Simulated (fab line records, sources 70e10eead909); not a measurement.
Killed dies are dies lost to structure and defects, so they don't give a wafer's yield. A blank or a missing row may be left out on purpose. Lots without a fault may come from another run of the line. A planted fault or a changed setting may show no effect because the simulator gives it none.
Which tool did it? | flow nand_harc | 13 lots, 39 wafers sampled, at 5 steps of a route of 1302

WHAT THE GAUGES READ, wafer by wafer
NHARC_END_SORT_01. Usual: defect_limited_yield 91.1 %, standard deviation 2.9; killed_at_array 55, standard deviation 19; killed_at_other 0.8, standard deviation 1.1; killed_at_periphery 4.0, standard deviation 2.6; killed_dies 60, standard deviation 20; killed_open 3.4, standard deviation 1.7; killed_short 2.6, standard deviation 1.5.
lot  | measured     | on        | defect_limited_yield (%) | killed_at_array | killed_at_other | killed_at_periphery | killed_dies | killed_open | killed_short | flag
L350 | day 29 03:23 | prober-01 | 93.9 92.8 93.5           | 39 44 40        | 2 2 1           | 0 3 3               | 41 49 44    | 3 2 3       | 3 3 0        |

WHICH TOOL RAN EACH LOT (tool, then ch and the chambers of the sampled wafers, then the start)
lot  | NHARC_P_M0_ETCH_34                 | NHARC_P_M0_DEGAS_28          | NHARC_P_M0_PRE_CLEAN_29                 | NHARC_P_M1_SOFTBAKE_04
L338 | rie_diel-06 ch 1,2, day 6 01:26    | pvd_sputter-02, day 6 02:17  | pvd_sputter-02, day 6 04:00 or earlier  | litho_track-06 ch 0, day 6 04:00
L339 | rie_diel-04 ch 0,3, day 6 16:37    | pvd_sputter-02, day 6 17:32  | pvd_sputter-02, day 6 20:00 or earlier  | litho_track-01 ch 0, day 6 20:00
L340 | rie_diel-04 ch 1,2,3, day 6 17:09  | pvd_sputter-03, day 6 17:59  | pvd_sputter-03, day 6 20:00 or earlier  | litho_track-04 ch 0, day 6 20:00
L341 | rie_diel-04 ch 0,2,3, day 7 08:01  | pvd_sputter-01, day 7 08:50  | pvd_sputter-01, day 7 11:00 or earlier  | litho_track-04 ch 0, day 7 11:00
L342 | rie_diel-04 ch 0,1,2, day 7 15:12  | pvd_sputter-02, day 7 16:02  | pvd_sputter-02, day 7 18:00 or earlier  | litho_track-06 ch 0, day 7 18:00
L343 | rie_diel-06 ch 0,2,3, day 8 07:21  | pvd_sputter-02, day 8 08:17  | pvd_sputter-02, day 8 11:00 or earlier  | litho_track-01 ch 0, day 8 11:00
L345 | rie_diel-01 ch 0,1, day 9 05:24    | pvd_sputter-02, day 9 06:19  | pvd_sputter-02, day 9 08:00 or earlier  | litho_track-04 ch 0, day 9 08:00
L346 | rie_diel-04 ch 0,2, day 9 18:20    | pvd_sputter-03, day 9 19:10  | pvd_sputter-03, day 9 21:00 or earlier  | litho_track-06 ch 0, day 9 21:00
L347 | rie_diel-04 ch 1,2, day 10 01:41   | pvd_sputter-03, day 10 02:34 | pvd_sputter-03, day 10 05:00 or earlier | litho_track-04 ch 0, day 10 05:00
L350 | rie_diel-04 ch 1,2, day 11 00:14   | pvd_sputter-01, day 11 01:04 | pvd_sputter-01, day 11 03:00 or earlier | litho_track-01 ch 0, day 11 03:00
L349 | rie_diel-01 ch 0,3, day 11 00:40   | pvd_sputter-02, day 11 01:32 | pvd_sputter-02, day 11 04:00 or earlier | litho_track-06 ch 0, day 11 04:00
L355 | rie_diel-01 ch 0,2, day 13 06:48   | pvd_sputter-02, day 13 07:38 | pvd_sputter-02, day 13 10:00 or earlier | litho_track-04 ch 0, day 13 10:00
L358 | rie_diel-06 ch 0,1,2, day 14 06:44 | pvd_sputter-03, day 14 07:35 | pvd_sputter-03, day 14 10:00 or earlier | litho_track-04 ch 0, day 14 10:00
- NHARC_P_M0_ETCH_34: etches the open film in N2/H2, target depth 40 nm, overetch 12 nm, time 43.94 s.
- NHARC_P_M0_DEGAS_28: time 60 s.
- NHARC_P_M0_PRE_CLEAN_29: time 30 s.
- NHARC_P_M1_SOFTBAKE_04: time 55 s.

WHAT THE TOOLS THEMSELVES READ (means of the sampled wafers that have a number; where no wafer has one, the mark that the record gives instead)
NHARC_P_M0_ETCH_34. Usual: drypump_motor_current_A 5.6 A, standard deviation 0.35; oes_product_au 0.996 a.u., standard deviation 0.01; rf_vpp_V 430.7 V, standard deviation 2.6; showerhead_plenum_p_Torr 2.04 Torr, standard deviation 0.091; throttle_valve_pct 14.171 %, standard deviation 0.0092.
lot  | tool        | drypump_motor_current_A (A) | oes_product_au (a.u.) | rf_vpp_V (V) | showerhead_plenum_p_Torr (Torr) | throttle_valve_pct (%) | flag
L338 | rie_diel-06 | 6.0                         | 0.986                 | 430.3        | 2.03                            | 14.171                 |
L339 | rie_diel-04 | 5.6                         | 1.004                 | 429.4        | 2.01                            | 14.175                 |
L340 | rie_diel-04 | 5.7                         | 0.998                 | 430.8        | 2.05                            | 14.166                 |
L341 | rie_diel-04 | 5.5                         | 1.002                 | 431.8        | 2.06                            | 14.176                 |
L342 | rie_diel-04 | 5.5                         | 0.998                 | 430.4        | 2.04                            | 14.171                 |
L343 | rie_diel-06 | 5.6                         | 1.002                 | 431.1        | 2.04                            | 14.179                 |
L345 | rie_diel-01 | 5.6                         | 0.993                 | 427.6        | 1.94                            | 14.173                 |
L346 | rie_diel-04 | 5.5                         | 0.999                 | 431.9        | 2.10                            | 14.166                 |
L347 | rie_diel-04 | 5.6                         | 1.003                 | 429.7        | 2.03                            | 14.176                 |
L350 | rie_diel-04 | 5.7                         | 0.998                 | 431.8        | 2.10                            | 14.166                 |
L349 | rie_diel-01 | 5.9                         | 0.998                 | 434.5        | 2.20                            | 14.176                 |
L355 | rie_diel-01 | 5.4                         | 0.993                 | 434.0        | 2.15                            | 14.171                 |
L358 | rie_diel-06 | 5.7                         | 0.991                 | 429.1        | 1.97                            | 14.162                 |

NHARC_P_M0_DEGAS_28. Usual: heater_power_w 353 W, standard deviation 30.
lot  | tool           | heater_power_w (W) | flag
L338 | pvd_sputter-02 | 373                |
L339 | pvd_sputter-02 | 363                |
L340 | pvd_sputter-03 | 304                |
L341 | pvd_sputter-01 | 337                |
L342 | pvd_sputter-02 | 373                |
L343 | pvd_sputter-02 | 374                |
L345 | pvd_sputter-02 | 363                |
L346 | pvd_sputter-03 | 312                |
L347 | pvd_sputter-03 | 319                |
L350 | pvd_sputter-01 | 345                |
L349 | pvd_sputter-02 | 370                |
L355 | pvd_sputter-02 | 357                |
L358 | pvd_sputter-03 | 354                |

NHARC_P_M0_PRE_CLEAN_29. Usual: heater_power_w 433 W, standard deviation 38.
lot  | tool           | heater_power_w (W) | flag
L338 | pvd_sputter-02 | 461                |
L339 | pvd_sputter-02 | 459                |
L340 | pvd_sputter-03 | 413                |
L341 | pvd_sputter-01 | 419                |
L342 | pvd_sputter-02 | 460                |
L343 | pvd_sputter-02 | 443                |
L345 | pvd_sputter-02 | 456                |
L346 | pvd_sputter-03 | 391                |
L347 | pvd_sputter-03 | 436                |
L350 | pvd_sputter-01 | 388                |
L349 | pvd_sputter-02 | 465                |
L355 | pvd_sputter-02 | 463                |
L358 | pvd_sputter-03 | 416                |

NHARC_P_M1_SOFTBAKE_04. Usual: heater_power_total_W 188.45 W, standard deviation 0.13.
lot  | tool           | heater_power_total_W (W) | flag
L338 | litho_track-06 | 188.37                   |
L339 | litho_track-01 | 188.36                   |
L340 | litho_track-04 | 188.39                   |
L341 | litho_track-04 | 188.50                   |
L342 | litho_track-06 | 188.48                   |
L343 | litho_track-01 | 188.46                   |
L345 | litho_track-04 | 188.47                   |
L346 | litho_track-06 | 188.35                   |
L347 | litho_track-04 | 188.47                   |
L350 | litho_track-01 | 188.39                   |
L349 | litho_track-06 | 188.46                   |
L355 | litho_track-04 | 177.47                   | OFF
L358 | litho_track-04 | 177.59                   | OFF

THE ANSWER, worked out from the rows above alone
Rule: a lot is off if the mean of its wafers that have a number lies more than 3 standard deviations from the usual mean. A lot without any number at a reading at which 4 lots or more have one is off too. The other lots that the step has rows for count as sound. The gauges are gone through in route order, then the tools' own readings, and for those a lot's mean is taken as printed above. The first step at which some lot is off is used, and at that step the reading that is off furthest; a lot without a number counts as furthest.
Off: L355, L358, at NHARC_P_M1_SOFTBAKE_04 (heater_power_total_W).
A tool fits if, at that step or a process step before it, it ran every lot that is off, and no sound lot after the first of them. NHARC_P_M0_PRE_CLEAN_29 gives no start for some lots, so the hours and the order of its lots are those of NHARC_P_M1_SOFTBAKE_04. One fits: litho_track-04 at NHARC_P_M1_SOFTBAKE_04. Its last sound lot is L347 (day 10 05:00), its first lot that is off L355 (day 13 10:00): a fault that began between those two fits.
The tool's own readings at NHARC_P_M1_SOFTBAKE_04 bear it out: on the lots that are off they differ by more than 5 times the standard deviation of the sound lots' means. heater_power_total_W reads 177.53 W there against 188.43 W on the sound lots.

WHAT THE SIMULATOR HAD PUT IN
Process parameter drift: litho_track-04, from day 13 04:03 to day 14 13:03, at NHARC_P_M1_SOFTBAKE_04. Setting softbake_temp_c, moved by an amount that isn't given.
Lots struck among those shown: L355, L358. The rule above found the same.
